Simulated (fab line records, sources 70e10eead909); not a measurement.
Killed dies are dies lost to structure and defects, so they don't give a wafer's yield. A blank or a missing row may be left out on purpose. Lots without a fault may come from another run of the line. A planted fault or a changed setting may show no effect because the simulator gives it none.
Which tool did it? | flow nand_harc | 24 lots, 72 wafers sampled, at 4 steps of a route of 1302

WHAT THE GAUGES READ, wafer by wafer
NHARC_A_ONON_D1_THK_MEAS_27: measures by ellipsometry. Usual: thk_nm 998 nm, standard deviation 8.4.
lot  | measured     | on            | thk_nm (nm)    | flag
L074 | day 8 06:48  | film_metro-02 | 1016 1016 1017 |
L075 | day 8 13:42  | film_metro-01 | 983 983 981    |
L076 | day 9 03:18  | film_metro-01 | 1010 1008 1011 |
L077 | day 9 11:35  | film_metro-02 | 983 984 983    |
L078 | day 9 17:14  | film_metro-02 | 997 998 996    |
L079 | day 10 05:20 | film_metro-02 | 990 989 989    |
L080 | day 10 22:44 | film_metro-02 | 1000 998 999   |
L081 | day 11 06:45 | film_metro-02 | 1008 1009 1009 |
L082 | day 11 10:53 | film_metro-01 | 995 994 994    |
L083 | day 12 04:40 | film_metro-01 | 1002 1004 1003 |
L084 | day 12 11:12 | film_metro-01 | 984 984 984    |
L085 | day 12 19:01 | film_metro-01 | 1001 999 1000  |
L086 | day 13 03:25 | film_metro-01 | 994 993 993    |
L087 | day 13 11:38 | film_metro-02 | 1002 1000 1000 |
L088 | day 14 14:48 | film_metro-02 | 1005 1005 1003 |
L089 | day 14 14:45 | film_metro-01 | 996 995 996    |
L090 | day 14 23:50 | film_metro-02 | 998 998 997    |
L091 | day 14 23:50 | film_metro-01 | 1008 1009 1008 |
L092 | day 15 16:36 | film_metro-02 | 991 990 990    |
L093 | day 16 11:33 | film_metro-01 | 1000 1000 1001 |
L094 | day 16 11:33 | film_metro-02 | 1001 1001 1003 |
L095 | day 17 05:38 | film_metro-02 | 1002 1002 1004 |
L096 | day 17 05:39 | film_metro-01 | 999 997 995    |
L097 | day 17 13:36 | film_metro-01 | 1002 1004 1001 |

NHARC_A_CHANNEL_HOLE_D1_CD_MEAS_30. Usual: cd_nm 90.4 nm, standard deviation 1.1.
lot  | measured     | on        | cd_nm (nm)     | flag
L074 | day 8 18:29  | cd_sem-01 | 90.1 91.0 88.8 |
L075 | day 9 00:39  | cd_sem-01 | 91.0 92.2 90.3 |
L076 | day 9 16:26  | cd_sem-03 | 91.5 90.5 91.8 |
L077 | day 10 00:07 | cd_sem-03 | 90.8 90.0 90.8 |
L078 | day 10 03:49 | cd_sem-01 | 92.4 90.1 90.7 |
L079 | day 10 16:04 | cd_sem-01 | 90.0 90.0 89.7 |
L080 | day 11 09:28 | cd_sem-01 | 91.9 90.8 91.5 |
L081 | day 11 19:00 | cd_sem-02 | 90.9 90.9 89.6 |
L082 | day 11 22:23 | cd_sem-02 | 91.4 90.8 90.3 |
L083 | day 12 18:16 | cd_sem-02 | 90.3 92.7 92.8 |
L084 | day 12 22:58 | cd_sem-03 | 87.8 90.8 88.0 |
L085 | day 13 06:50 | cd_sem-02 | 90.9 89.4 89.4 |
L086 | day 13 15:10 | cd_sem-02 | 92.3 91.1 90.6 |
L087 | day 13 22:23 | cd_sem-02 | 89.6 89.1 90.2 |
L088 | day 15 04:26 | cd_sem-03 | 92.2 92.5 90.9 |
L089 | day 15 03:43 | cd_sem-03 | 90.0 88.1 90.0 |
L090 | day 15 12:05 | cd_sem-03 | 88.9 90.5 89.3 |
L091 | day 15 11:02 | cd_sem-01 | 88.0 89.5 89.0 |
L092 | day 16 13:22 | cd_sem-02 | 90.0 89.8 88.6 |
L093 | day 16 23:35 | cd_sem-02 | 89.4 91.0 90.0 |
L094 | day 16 23:22 | cd_sem-01 | 91.2 90.5 89.7 |
L095 | day 17 18:36 | cd_sem-03 | 92.4 91.7 90.4 |
L096 | day 17 20:43 | cd_sem-01 | 91.0 91.1 89.8 |
L097 | day 18 04:40 | cd_sem-03 | 91.5 90.8 92.4 |

WHICH TOOL RAN EACH LOT (tool, then ch and the chambers of the sampled wafers, then the start)
lot  | NHARC_P_M2_DESCUM_14               | NHARC_P_M2_ANNEAL_31
L074 | rie_diel-02 ch 0,2,3, day 6 09:37  | rtp_anneal-01 ch 0, day 6 11:22
L075 | rie_diel-02 ch 1,2,3, day 6 17:22  | rtp_anneal-02 ch 0, day 6 19:07
L076 | rie_diel-10 ch 0,1,2, day 7 06:07  | rtp_anneal-02 ch 0, day 7 07:55
L077 | rie_diel-02 ch 0,2,3, day 7 11:29  | rtp_anneal-02 ch 0, day 7 13:16
L078 | rie_diel-10 ch 0,3, day 7 22:07    | rtp_anneal-01 ch 0, day 7 23:53
L079 | rie_diel-13 ch 1,2,3, day 8 08:47  | rtp_anneal-01 ch 0, day 8 10:50
L080 | rie_diel-02 ch 0,1, day 9 01:04    | rtp_anneal-01 ch 0, day 9 02:58
L081 | rie_diel-13 ch 0,1,2, day 9 08:55  | rtp_anneal-01 ch 0, day 9 10:40
L082 | rie_diel-10 ch 0,2,3, day 9 16:37  | rtp_anneal-02 ch 0, day 9 18:28
L083 | rie_diel-13 ch 0,1, day 10 07:21   | rtp_anneal-02 ch 0, day 10 09:06
L084 | rie_diel-10 ch 0,2, day 10 15:01   | rtp_anneal-01 ch 0, day 10 16:49
L085 | rie_diel-13 ch 1,2,3, day 11 00:56 | rtp_anneal-02 ch 0, day 11 02:49
L086 | rie_diel-13 ch 1,2, day 11 04:25   | rtp_anneal-02 ch 0, day 11 06:10
L087 | rie_diel-02 ch 0,1, day 11 16:50   | rtp_anneal-01 ch 0, day 11 18:39
L088 | rie_diel-13 ch 1,2, day 12 18:53   | rtp_anneal-02 ch 0, day 12 20:47
L089 | rie_diel-10 ch 2,3, day 12 19:42   | rtp_anneal-01 ch 0, day 12 21:44
L090 | rie_diel-13 ch 0,2,3, day 13 05:02 | rtp_anneal-01 ch 0, day 13 06:48
L091 | rie_diel-10 ch 1,2,3, day 13 07:35 | rtp_anneal-02 ch 0, day 13 09:24
L092 | rie_diel-13 ch 0,2, day 13 22:26   | rtp_anneal-02 ch 0, day 14 00:11
L093 | rie_diel-02 ch 0,2,3, day 14 14:02 | rtp_anneal-02 ch 0, day 14 15:54
L094 | rie_diel-13 ch 0,1,2, day 14 15:00 | rtp_anneal-01 ch 0, day 14 17:00
L095 | rie_diel-02 ch 0,1,3, day 15 07:34 | rtp_anneal-01 ch 0, day 15 09:23
L096 | rie_diel-02 ch 2,3, day 15 11:20   | rtp_anneal-01 ch 0, day 15 13:34
L097 | rie_diel-10 ch 0,1,3, day 15 19:02 | rtp_anneal-01 ch 0, day 15 20:50
- NHARC_P_M2_DESCUM_14: chemistry O2, time 3 s.
- NHARC_P_M2_ANNEAL_31: time 90 s.

WHAT THE TOOLS THEMSELVES READ (means of the sampled wafers that have a number; where no wafer has one, the mark that the record gives instead)
NHARC_P_M2_DESCUM_14. Usual: drypump_motor_current_A 5.7 A, standard deviation 0.48; oes_product_au 0.995 a.u., standard deviation 0.011; rf_vpp_V 57.7 V, standard deviation 0.94; showerhead_plenum_p_Torr 1.93 Torr, standard deviation 0.083; throttle_valve_pct 11.311 %, standard deviation 0.0079.
lot  | tool        | drypump_motor_current_A (A) | oes_product_au (a.u.) | rf_vpp_V (V) | showerhead_plenum_p_Torr (Torr) | throttle_valve_pct (%) | flag
L074 | rie_diel-02 | 6.1                         | 0.991                 | 56.5         | 1.90                            | 11.309                 |
L075 | rie_diel-02 | 5.6                         | 0.990                 | 57.4         | 1.91                            | 11.309                 |
L076 | rie_diel-10 | 5.8                         | 1.010                 | 58.0         | 1.93                            | 11.306                 |
L077 | rie_diel-02 | 6.1                         | 0.987                 | 57.1         | 1.90                            | 11.311                 |
L078 | rie_diel-10 | 5.7                         | 1.008                 | 58.0         | 1.98                            | 11.311                 |
L079 | rie_diel-13 | 5.4                         | 0.999                 | 57.9         | 1.99                            | 11.310                 |
L080 | rie_diel-02 | 5.5                         | 0.991                 | 57.3         | 1.85                            | 11.318                 |
L081 | rie_diel-13 | 5.7                         | 1.003                 | 58.4         | 1.95                            | 11.311                 |
L082 | rie_diel-10 | 5.7                         | 0.998                 | 57.6         | 1.93                            | 11.312                 |
L083 | rie_diel-13 | 6.0                         | 1.001                 | 57.5         | 1.90                            | 11.311                 |
L084 | rie_diel-10 | 5.7                         | 0.991                 | 57.3         | 1.88                            | 11.317                 |
L085 | rie_diel-13 | 5.4                         | 0.998                 | 58.0         | 1.99                            | 11.310                 |
L086 | rie_diel-13 | 5.5                         | 1.006                 | 57.2         | 1.99                            | 11.315                 |
L087 | rie_diel-02 | 6.0                         | 0.990                 | 56.8         | 1.84                            | 11.314                 |
L088 | rie_diel-13 | 5.5                         | 0.996                 | 58.1         | 1.99                            | 11.310                 |
L089 | rie_diel-10 | 6.0                         | 0.989                 | 57.9         | 1.85                            | 11.318                 |
L090 | rie_diel-13 | 5.6                         | 0.991                 | 56.9         | 1.94                            | 11.312                 |
L091 | rie_diel-10 | 6.0                         | 0.996                 | 57.5         | 1.90                            | 11.320                 |
L092 | rie_diel-13 | 5.9                         | 0.994                 | 57.8         | 1.91                            | 11.302                 |
L093 | rie_diel-02 | 6.1                         | 0.984                 | 56.9         | 1.90                            | 11.311                 |
L094 | rie_diel-13 | 5.7                         | 1.004                 | 58.6         | 1.95                            | 11.308                 |
L095 | rie_diel-02 | 5.7                         | 0.988                 | 58.0         | 1.84                            | 11.306                 |
L096 | rie_diel-02 | 6.0                         | 0.984                 | 57.7         | 1.97                            | 11.313                 |
L097 | rie_diel-10 | 5.8                         | 1.002                 | 57.3         | 1.98                            | 11.306                 |

NHARC_P_M2_ANNEAL_31. Usual: wafer_temp_C_max 226.2, standard deviation 0.51.
lot  | tool          | wafer_temp_C_max | flag
L074 | rtp_anneal-01 | 225.8            |
L075 | rtp_anneal-02 | 226.9            |
L076 | rtp_anneal-02 | 226.7            |
L077 | rtp_anneal-02 | 226.6            |
L078 | rtp_anneal-01 | 225.8            |
L079 | rtp_anneal-01 | 226.0            |
L080 | rtp_anneal-01 | 225.7            |
L081 | rtp_anneal-01 | 225.9            |
L082 | rtp_anneal-02 | 226.9            |
L083 | rtp_anneal-02 | 226.6            |
L084 | rtp_anneal-01 | 226.1            |
L085 | rtp_anneal-02 | 226.8            |
L086 | rtp_anneal-02 | 226.8            |
L087 | rtp_anneal-01 | 225.7            |
L088 | rtp_anneal-02 | 226.5            |
L089 | rtp_anneal-01 | 226.0            |
L090 | rtp_anneal-01 | 225.7            |
L091 | rtp_anneal-02 | 226.6            |
L092 | rtp_anneal-02 | 226.7            |
L093 | rtp_anneal-02 | 226.7            |
L094 | rtp_anneal-01 | 225.9            |
L095 | rtp_anneal-01 | 225.6            |
L096 | rtp_anneal-01 | 225.7            |
L097 | rtp_anneal-01 | 225.9            |

THE ANSWER, worked out from the rows above alone
Rule: a lot is off if the mean of its wafers that have a number lies more than 3 standard deviations from the usual mean. A lot without any number at a reading at which 4 lots or more have one is off too. The other lots that the step has rows for count as sound. The gauges are gone through in route order, then the tools' own readings, and for those a lot's mean is taken as printed above. The first step at which some lot is off is used, and at that step the reading that is off furthest; a lot without a number counts as furthest.
No lot is off at any reading shown: from this, nothing can be told.

WHAT THE SIMULATOR HAD PUT IN
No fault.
